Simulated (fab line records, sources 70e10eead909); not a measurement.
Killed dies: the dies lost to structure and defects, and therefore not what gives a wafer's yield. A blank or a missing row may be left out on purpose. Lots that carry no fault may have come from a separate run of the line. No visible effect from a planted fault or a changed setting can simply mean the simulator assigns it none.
A lot that was struck, set against a sound lot	flow nand-harc	15 out of 1159 route steps
Sound: the wafers L687.1, L687.5, L687.6. Wafers struck: L694.3, L694.4, L694.6. The cause comes at the end.
For every step that has rows: the tool of each side, followed by ch and its chambers, followed by its first start. Under that, the readings that differ: sound wafers	struck wafers	difference of the means	sigmas: that difference in standard deviations of wafers without a fault.
alike: readings whose means differ by less than 2 such deviations, and words and numbers that are the same on both sides. not compared: withheld readings, readings that some wafer has no value for, bounds like >300 that may hide the same value, and numbers for which the record gives no deviation and whose values overlap.
Wherever a step has rows on one side only, a row that says differs or no value, or a row with sigmas, the two part there. When numbers do not overlap yet have no deviation, they are printed without sigmas and do not part them. Lack of a reading on every wafer of one side parts them only where that side has two or more wafers.

first, 3 steps without rows for these wafers: NHARC_A_M1_EXPOSE_06 (exposes mask A M1, target cd 120 nm); NHARC_A_M1_PEB_07 (peb time 65 s); NHARC_A_M1_DEVELOP_08 (develop time 35 s).
NHARC_A_M1_CD_MEAS_09: target cd 120 nm.
  sound on cd-sem-02 ch 0, day 18 01:15; struck on cd-sem-01 ch 0, day 20 01:50
  alike: cd-nm
NHARC_A_M1_OVL_MEAS_10: pitch 240 nm.
  sound on overlay-02 at day 18 01:20; struck on overlay-02 at day 20 01:56
  alike: overlay-x-nm, overlay-y-nm
NHARC_A_M1_INSPECT_11:
  sound on defect-inspect-01 at day 18 01:22; struck on defect-inspect-02 at day 20 01:58
  alike: raw-defect-count
NHARC_A_M1_DESCUM_14: chemistry O2, time 3 s.
  sound on rie-diel-10 ch 1,2, day 18 01:26; struck on rie-diel-12 ch 0,2,3, day 20 02:02
reading	sound	struck	difference	sigmas
oes-product-au (a.u.)	0.987 0.991 0.991	1.025 1.016 1.012	+0.028	+2
  alike: drypump-motor-current-A, rf-vpp-V, showerhead-plenum-p-Torr, throttle-valve-pct
  not compared: rf-hours-counter-h
NHARC_A_M1_ETCH_35: etches the open film in N2/H2, target depth 40 nm, overetch 12 nm, time 43.94 s.
  sound on rie-diel-10 ch 2,3, day 18 01:31; struck on rie-diel-12 ch 2,3, day 20 02:08
reading	sound	struck	difference	sigmas
oes-product-au (a.u.)	0.983 0.980 0.988	1.020 1.011 1.017	+0.032	+3
  alike: drypump-motor-current-A, rf-vpp-V, showerhead-plenum-p-Torr, throttle-valve-pct
  not compared: rf-hours-counter-h
NHARC_A_M1_ETCH_15: etches the open film in C4F8/Ar, target depth 182.5 nm, time 91.2 s.
  sound: rie-diel-10 ch 0,1,3; struck: rie-diel-12 ch 0,3
  alike: oes-product-au, rf-vpp-V
  not compared: rf-hours-counter-h
NHARC_A_M1_CD_MEAS_16:
  sound on cd-sem-03 at day 18 01:44; struck on cd-sem-02 at day 20 02:23
  alike: cd-nm
then, 1 step without rows for these wafers: NHARC_A_M1_STRIP_18 (strips in N2/H2).
NHARC_A_M1_ETCH_28: etches the open film in CF4/N2, target depth 30 nm, time 72.99 s.
  sound: rie-diel-11 ch 2,3; struck: rie-diel-10 ch 0,2
  alike: drypump-motor-current-A, oes-product-au, rf-vpp-V, showerhead-plenum-p-Torr, throttle-valve-pct
  not compared: rf-hours-counter-h
NHARC_A_M1_STRIP_19: strips in post etch residue remover, time 600 s.
  sound on wet-bench-10 ch 1,3,6, day 18 02:11; struck on wet-bench-08 ch 0,4,7, day 20 02:50
  no value came back on the struck wafers for bath-heat-duty-pct (%), run-length-s (s); on the sound wafers bath-heat-duty-pct (%) reads 12.3 12.7 14.7
NHARC_A_M1_DEGAS_29: time 60 s.
  sound on pvd-sputter-01 at day 18 02:29; struck on pvd-sputter-02 at day 20 03:08
reading	sound	struck	difference	sigmas
susceptor-temp-C (C)	250.01 249.86 249.91	- - -	no value on the struck wafers	
  alike: heater-power-w
NHARC_END_SORT_01:
  sound on prober-01 ch 0, day 19 12:32; struck on prober-01 ch 0, day 21 18:50
  alike: defect-limited-yield, killed-at-array, killed-at-other, killed-at-periphery, killed-dies, killed-open, killed-short, sort_bin_2_pct, sort_bin_3_pct, sort_bin_4_pct, sort-n-pass, sort-rim-yield-pct, sort-yield-pct

== WHERE THEY PART ==
Last at NHARC_A_M1_DEGAS_29 as far as this record goes, first at NHARC_A_M1_DESCUM_14. Later steps at which nothing parts them and some readings are alike: NHARC_END_SORT_01.

WHY: the cause the simulator had injected
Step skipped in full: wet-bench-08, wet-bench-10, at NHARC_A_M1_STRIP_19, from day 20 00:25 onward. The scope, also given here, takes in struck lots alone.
